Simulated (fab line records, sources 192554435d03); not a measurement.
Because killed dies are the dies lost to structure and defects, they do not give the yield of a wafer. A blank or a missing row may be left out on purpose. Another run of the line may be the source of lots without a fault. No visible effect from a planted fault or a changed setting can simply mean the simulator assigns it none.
Split-lot trial :: flow n5-finfet :: on a route of 1938 steps: 7 lots, 21 wafers read

THE SPLIT
At N5_BEOL_M8_COAT_59 (time 60 s, resist thk 100 nm), the setting spin-rpm was moved away from the recipe's 1500 rpm on 6 of the 21 wafers read, by -5.3% to +5.0%. This setting was run at the recipe's value on the other wafers.

FROM THE SPLIT TO THE READING: what the file shows between them, 5 steps
- N5_BEOL_M8_DESCUM_16: chemistry O2, time 7.9 s (also split here: time-s)
- N5_BEOL_M8_ETCH_61: etches SiARC in CF4, target depth 45.5 nm, time 75.8 s
- N5_BEOL_M8_ETCH_62: etches SOC in N2/H2, target depth 110 nm, overetch 22 nm, time 165 s
- N5_BEOL_M8_STRIP_68: strips in N2/H2
- N5_BEOL_M8_STRIP_67: strips in CF4

THE READING
SOC_of_BEOL_M8_COAT_59.thk-nm (the simulator's own value, which no gauge read), in nm, at N5_BEOL_M8_HM_OPEN_17 (chemistry Cl2/BCl3, target TiN, target depth 20 nm, overetch 6 nm). There is no usual value for it anywhere in the file. The 15 wafers here that ran the recipe average 92.1 nm, standard deviation 0.28 nm.

wafer: L074.4
tool, chamber at the split: litho-track-04, 0
spin-rpm as run, rpm: 1500
against the recipe: recipe
SOC_of_BEOL_M8_COAT_59.thk-nm, nm: 91.6
against lot-mates on the recipe: -

wafer: L074.5
tool, chamber at the split: litho-track-04, 0
spin-rpm as run, rpm: 1500
against the recipe: recipe
SOC_of_BEOL_M8_COAT_59.thk-nm, nm: 92
against lot-mates on the recipe: -

wafer: L074.6
tool, chamber at the split: litho-track-04, 0
spin-rpm as run, rpm: 1500
against the recipe: recipe
SOC_of_BEOL_M8_COAT_59.thk-nm, nm: 92.2
against lot-mates on the recipe: -

wafer: L076.2
tool, chamber at the split: litho-track-03, 0
spin-rpm as run, rpm: 1500
against the recipe: recipe
SOC_of_BEOL_M8_COAT_59.thk-nm, nm: 92.4
against lot-mates on the recipe: -

wafer: L076.3
tool, chamber at the split: litho-track-03, 0
spin-rpm as run, rpm: 1500
against the recipe: recipe
SOC_of_BEOL_M8_COAT_59.thk-nm, nm: 91.8
against lot-mates on the recipe: -

wafer: L076.6
tool, chamber at the split: litho-track-03, 0
spin-rpm as run, rpm: 1500
against the recipe: recipe
SOC_of_BEOL_M8_COAT_59.thk-nm, nm: 92.6
against lot-mates on the recipe: -

wafer: L080.3
tool, chamber at the split: litho-track-03, 0
spin-rpm as run, rpm: 1500
against the recipe: recipe
SOC_of_BEOL_M8_COAT_59.thk-nm, nm: 91.8
against lot-mates on the recipe: -

wafer: L080.4
tool, chamber at the split: litho-track-03, 0
spin-rpm as run, rpm: 1500
against the recipe: recipe
SOC_of_BEOL_M8_COAT_59.thk-nm, nm: 91.8
against lot-mates on the recipe: -

wafer: L080.6
tool, chamber at the split: litho-track-03, 0
spin-rpm as run, rpm: 1500
against the recipe: recipe
SOC_of_BEOL_M8_COAT_59.thk-nm, nm: 91.8
against lot-mates on the recipe: -

wafer: L086.1
tool, chamber at the split: litho-track-04, 0
spin-rpm as run, rpm: 1500
against the recipe: recipe
SOC_of_BEOL_M8_COAT_59.thk-nm, nm: 92.4
against lot-mates on the recipe: -

wafer: L086.3
tool, chamber at the split: litho-track-04, 0
spin-rpm as run, rpm: 1571
against the recipe: +4.7%
SOC_of_BEOL_M8_COAT_59.thk-nm, nm: 90
against lot-mates on the recipe: -2.4

wafer: L086.6
tool, chamber at the split: litho-track-04, 0
spin-rpm as run, rpm: 1571
against the recipe: +4.7%
SOC_of_BEOL_M8_COAT_59.thk-nm, nm: 90
against lot-mates on the recipe: -2.4

wafer: L087.2
tool, chamber at the split: litho-track-04, 0
spin-rpm as run, rpm: 1575
against the recipe: +5.0%
SOC_of_BEOL_M8_COAT_59.thk-nm, nm: 90.2
against lot-mates on the recipe: -2.0

wafer: L087.5
tool, chamber at the split: litho-track-04, 0
spin-rpm as run, rpm: 1500
against the recipe: recipe
SOC_of_BEOL_M8_COAT_59.thk-nm, nm: 92.2
against lot-mates on the recipe: -

wafer: L087.6
tool, chamber at the split: litho-track-04, 0
spin-rpm as run, rpm: 1575
against the recipe: +5.0%
SOC_of_BEOL_M8_COAT_59.thk-nm, nm: 90.4
against lot-mates on the recipe: -1.8

wafer: L089.4
tool, chamber at the split: litho-track-01, 0
spin-rpm as run, rpm: 1420
against the recipe: -5.3%
SOC_of_BEOL_M8_COAT_59.thk-nm, nm: 94.8
against lot-mates on the recipe: +2.4

wafer: L089.5
tool, chamber at the split: litho-track-01, 0
spin-rpm as run, rpm: 1420
against the recipe: -5.3%
SOC_of_BEOL_M8_COAT_59.thk-nm, nm: 94.8
against lot-mates on the recipe: +2.4

wafer: L089.6
tool, chamber at the split: litho-track-01, 0
spin-rpm as run, rpm: 1500
against the recipe: recipe
SOC_of_BEOL_M8_COAT_59.thk-nm, nm: 92.4
against lot-mates on the recipe: -

wafer: L096.1
tool, chamber at the split: litho-track-03, 0
spin-rpm as run, rpm: 1500
against the recipe: recipe
SOC_of_BEOL_M8_COAT_59.thk-nm, nm: 92.2
against lot-mates on the recipe: -

wafer: L096.2
tool, chamber at the split: litho-track-03, 0
spin-rpm as run, rpm: 1500
against the recipe: recipe
SOC_of_BEOL_M8_COAT_59.thk-nm, nm: 92
against lot-mates on the recipe: -

wafer: L096.5
tool, chamber at the split: litho-track-03, 0
spin-rpm as run, rpm: 1500
against the recipe: recipe
SOC_of_BEOL_M8_COAT_59.thk-nm, nm: 92
against lot-mates on the recipe: -

THE FIT
A straight line over all 21 wafers: SOC_of_BEOL_M8_COAT_59.thk-nm changes by -0.443 nm for each +1% of spin-rpm; r = -0.97; the points scatter about the line by 0.3 nm.
The same after taking each lot's own level away (the mean of its wafers on the recipe; 21 wafers): -0.444 nm for each +1%; r = -0.98; scatter 0.23 nm.
According to that fit, moving spin-rpm by its largest amount changes the reading by 2.4 nm.
Measured against the standard deviation above, the lots' own levels, which go from 91.80 to 92.40 nm, span 2.1 times it.
Hence the lot-to-lot level has little effect on the slope; both slopes agree.
Check: with one of the wafers moved furthest among these (-5.3%) left out of the fit, the line predicts +2.36 nm for it against its lot-mates. It came out at +2.4 nm against them.

THE OTHER SPLITS THESE WAFERS WENT THROUGH
Other splits were also applied to these wafers ahead of the reading. Each is held against what the fit with the lots' levels taken away leaves over:
other split on the same wafers: N5_BEOL_M7_COAT_05 spin-rpm
wafers away from the commonest value: 11
r with SOC_of_BEOL_M8_COAT_59.thk-nm (lot level and that fit taken away): +0.00

other split on the same wafers: N5_BEOL_M8_DESCUM_16 time-s
wafers away from the commonest value: 7
r with SOC_of_BEOL_M8_COAT_59.thk-nm (lot level and that fit taken away): +0.41

THE WHOLE CHAIN: every reading that the file lists as answering this split, in the file's order
step: N5_BEOL_M8_COAT_59
what it does: time 60 s, resist thk 100 nm
reading: SOC_of_BEOL_M8_COAT_59.thk-nm (the simulator's own value, which no gauge read)
change (the file's fit): -0.457 nm for each +1% of the setting
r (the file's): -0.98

step: N5_BEOL_M8_ETCH_62
what it does: etches SOC in N2/H2, target depth 110 nm, overetch 22 nm, time 165 s
reading: etch.depth-nm (the simulator's own value, which no gauge read)
change (the file's fit): -0.462 nm for each +1% of the setting
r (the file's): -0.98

step: N5_BEOL_M8_HM_OPEN_17
what it does: chemistry Cl2/BCl3, target TiN, target depth 20 nm, overetch 6 nm
reading: SOC_of_BEOL_M8_COAT_59.thk-nm (the simulator's own value, which no gauge read)
change (the file's fit): -0.444 nm for each +1% of the setting
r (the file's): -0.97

FILE'S OWN FIT
SOC_of_BEOL_M8_COAT_59.thk-nm changes by -0.444 nm for each +1% of spin-rpm, r = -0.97.
